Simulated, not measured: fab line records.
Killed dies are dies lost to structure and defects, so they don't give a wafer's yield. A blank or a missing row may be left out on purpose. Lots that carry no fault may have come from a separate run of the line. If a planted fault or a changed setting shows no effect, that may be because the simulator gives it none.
Shared-tool check / flow n5 finfet / Sampled: 8 lots, 24 wafers

== REASON FOR OPENING ==
N5_BEOL_M14_RS_MEAS_54, reading M14_RS: flagged on 2 of 8 lots. Fault-free wafers read 0.0330 ohm/sq, with a standard deviation of 0.00089.
Rule: a lot is flagged in two cases, either no wafer of it has a number, or all its wafers with numbers fall more than 4 standard deviations from that mean. The rest of the lots are taken to be sound.

lot=L633; measured=day 14 03:51; on=film metro-02; M14_RS (ohm/sq), wafer by wafer=0.0326 0.0328 0.0327; flag=
lot=L637; measured=day 15 04:32; on=film metro-02; M14_RS (ohm/sq), wafer by wafer=0.0318 0.0325 0.0343; flag=
lot=L640; measured=day 15 22:12; on=film metro-02; M14_RS (ohm/sq), wafer by wafer=0.0340 0.0325 0.0347; flag=
lot=L647; measured=day 17 07:58; on=film metro-01; M14_RS (ohm/sq), wafer by wafer=32.307 32.827 32.488; flag=FLAGGED
lot=L645; measured=day 17 08:49; on=film metro-02; M14_RS (ohm/sq), wafer by wafer=32.116 32.268 32.687; flag=FLAGGED
lot=L644; measured=day 17 16:23; on=film metro-02; M14_RS (ohm/sq), wafer by wafer=0.0317 0.0344 0.0319; flag=
lot=L650; measured=day 18 16:46; on=film metro-01; M14_RS (ohm/sq), wafer by wafer=0.0329 0.0330 0.0334; flag=
lot=L651; measured=day 19 10:46; on=film metro-01; M14_RS (ohm/sq), wafer by wafer=0.0328 0.0331 0.0348; flag=
Averaged over the flagged lots the numbers come to 32.4488 ohm/sq, +32.4158 ohm/sq from the usual (+99 or more standard deviations).

== TOOL THAT RAN EACH LOT ==
The record holds 4 process steps before the reading, out of a route of 1938 steps. Every cell lists first the tool, next ch and the chambers used by the sampled wafers, and last the start.
lot=L633; flag=; N5_BEOL_M14_STRIP_63=rie diel-01 ch 0,1,3, day 14 02:10 or earlier; N5_BEOL_M14_STRIP_37=rie diel-01 ch 2,3, day 14 02:10; N5_BEOL_M14_ECD_47=ecd cu-01 ch 1, day 14 02:56; N5_BEOL_M14_CMP_49=cmp-01 ch 0,2,3, day 14 03:30
lot=L637; flag=; N5_BEOL_M14_STRIP_63=rie diel-04 ch 0,3, day 15 02:41 or earlier; N5_BEOL_M14_STRIP_37=rie diel-04 ch 1,3, day 15 02:41; N5_BEOL_M14_ECD_47=ecd cu-02 ch 0,1, day 15 03:37; N5_BEOL_M14_CMP_49=cmp-03 ch 1,2,3, day 15 04:11
lot=L640; flag=; N5_BEOL_M14_STRIP_63=rie diel-03 ch 1,2,3, day 15 20:22 or earlier; N5_BEOL_M14_STRIP_37=rie diel-03 ch 0,1,3, day 15 20:22; N5_BEOL_M14_ECD_47=ecd cu-01 ch 0,1, day 15 21:17; N5_BEOL_M14_CMP_49=cmp-01 ch 0,2,3, day 15 21:47
lot=L647; flag=FLAGGED; N5_BEOL_M14_STRIP_63=rie diel-01 ch 0,1,2, day 17 06:09 or earlier; N5_BEOL_M14_STRIP_37=rie diel-01 ch 0,1, day 17 06:09; N5_BEOL_M14_ECD_47=ecd cu-01 ch 0, day 17 07:02; N5_BEOL_M14_CMP_49=cmp-01 ch 0,2, day 17 07:34
lot=L645; flag=FLAGGED; N5_BEOL_M14_STRIP_63=rie diel-01 ch 0,1,3, day 17 06:27 or earlier; N5_BEOL_M14_STRIP_37=rie diel-04 ch 0,1,2, day 17 06:27; N5_BEOL_M14_ECD_47=ecd cu-01 ch 0,1, day 17 07:37; N5_BEOL_M14_CMP_49=cmp-01 ch 0,1,3, day 17 08:26
lot=L644; flag=; N5_BEOL_M14_STRIP_63=rie diel-03 ch 0,3, day 17 12:38 or earlier; N5_BEOL_M14_STRIP_37=rie diel-01 ch 0,1,2, day 17 12:38; N5_BEOL_M14_ECD_47=ecd cu-02 ch 0,1, day 17 15:07; N5_BEOL_M14_CMP_49=cmp-01 ch 0,1,2, day 17 16:02
lot=L650; flag=; N5_BEOL_M14_STRIP_63=rie diel-01 ch 0,3, day 18 14:43 or earlier; N5_BEOL_M14_STRIP_37=rie diel-01 ch 2,3, day 18 14:43; N5_BEOL_M14_ECD_47=ecd cu-02 ch 0,1, day 18 15:32; N5_BEOL_M14_CMP_49=cmp-02 ch 0,2,3, day 18 16:25
lot=L651; flag=; N5_BEOL_M14_STRIP_63=rie diel-04 ch 0,2, day 19 08:59 or earlier; N5_BEOL_M14_STRIP_37=rie diel-04 ch 2,3, day 19 08:59; N5_BEOL_M14_ECD_47=ecd cu-01 ch 1, day 19 09:52; N5_BEOL_M14_CMP_49=cmp-01 ch 2,3, day 19 10:20
What these steps do:
- N5_BEOL_M14_STRIP_63: strips in O2.
- N5_BEOL_M14_STRIP_37: strips in O2.
- N5_BEOL_M14_ECD_47: material Cu, target thk 1248 nm.
- N5_BEOL_M14_CMP_49: polishes, stops on SiO2, t overpolish 5.2 s, target thk 560 nm.
- N5_BEOL_M14_RS_MEAS_54: measures by four-point-probe.

== FLAGGED OVER TOTAL, TOOL BY TOOL (the gauges that took the reading come last) ==
step=N5_BEOL_M14_STRIP_63; tool=rie diel-01; lots run=4; flagged=2; share of the flagged lots=all; sound lots run after its first flagged lot=1 (L650)
step=N5_BEOL_M14_STRIP_63; tool=rie diel-03; lots run=2; flagged=0; share of the flagged lots=none; sound lots run after its first flagged lot=-
step=N5_BEOL_M14_STRIP_63; tool=rie diel-04; lots run=2; flagged=0; share of the flagged lots=none; sound lots run after its first flagged lot=-
step=N5_BEOL_M14_STRIP_37; tool=rie diel-01; lots run=4; flagged=1; share of the flagged lots=some; sound lots run after its first flagged lot=2 (L644,L650)
step=N5_BEOL_M14_STRIP_37; tool=rie diel-03; lots run=1; flagged=0; share of the flagged lots=none; sound lots run after its first flagged lot=-
step=N5_BEOL_M14_STRIP_37; tool=rie diel-04; lots run=3; flagged=1; share of the flagged lots=some; sound lots run after its first flagged lot=1 (L651)
step=N5_BEOL_M14_ECD_47; tool=ecd cu-01; lots run=5; flagged=2; share of the flagged lots=all; sound lots run after its first flagged lot=1 (L651)
step=N5_BEOL_M14_ECD_47; tool=ecd cu-02; lots run=3; flagged=0; share of the flagged lots=none; sound lots run after its first flagged lot=-
step=N5_BEOL_M14_CMP_49; tool=cmp-01; lots run=6; flagged=2; share of the flagged lots=all; sound lots run after its first flagged lot=2 (L644,L651)
step=N5_BEOL_M14_CMP_49; tool=cmp-02; lots run=1; flagged=0; share of the flagged lots=none; sound lots run after its first flagged lot=-
step=N5_BEOL_M14_CMP_49; tool=cmp-03; lots run=1; flagged=0; share of the flagged lots=none; sound lots run after its first flagged lot=-
step=N5_BEOL_M14_RS_MEAS_54; tool=film metro-01; lots run=3; flagged=1; share of the flagged lots=some; sound lots run after its first flagged lot=2 (L650,L651)
step=N5_BEOL_M14_RS_MEAS_54; tool=film metro-02; lots run=5; flagged=1; share of the flagged lots=some; sound lots run after its first flagged lot=1 (L644)
Because N5_BEOL_M14_STRIP_63 lacks a start for some lots, the hours and order of its lots are taken from N5_BEOL_M14_STRIP_37.

== WHAT IS ALLOWED BY THE TABLE ==
rie diel-01 at N5_BEOL_M14_STRIP_63, ecd cu-01 at N5_BEOL_M14_ECD_47 and cmp-01 at N5_BEOL_M14_CMP_49: these 3 rows of the table ran every flagged lot.
- rie diel-01 at N5_BEOL_M14_STRIP_63: 2 of its 4 lots flagged. After the first flagged lot (L650), sound lots still ran on it; a lasting fault on the whole tool would not permit that.
- ecd cu-01 at N5_BEOL_M14_ECD_47: 2 of its 5 lots flagged. After the first flagged lot (L651), sound lots still ran on it; a lasting fault on the whole tool would not permit that.
- cmp-01 at N5_BEOL_M14_CMP_49: 2 of its 6 lots flagged. After the first flagged lot (L644, L651), sound lots still ran on it; a lasting fault on the whole tool would not permit that. Its own readings lie more than 4 standard deviations out on every wafer of the flagged lots: time to endpoint s.
No row of the table ran every flagged lot and no sound lot after the first.

== WHAT HAD BEEN PUT IN BY THE SIMULATOR ==
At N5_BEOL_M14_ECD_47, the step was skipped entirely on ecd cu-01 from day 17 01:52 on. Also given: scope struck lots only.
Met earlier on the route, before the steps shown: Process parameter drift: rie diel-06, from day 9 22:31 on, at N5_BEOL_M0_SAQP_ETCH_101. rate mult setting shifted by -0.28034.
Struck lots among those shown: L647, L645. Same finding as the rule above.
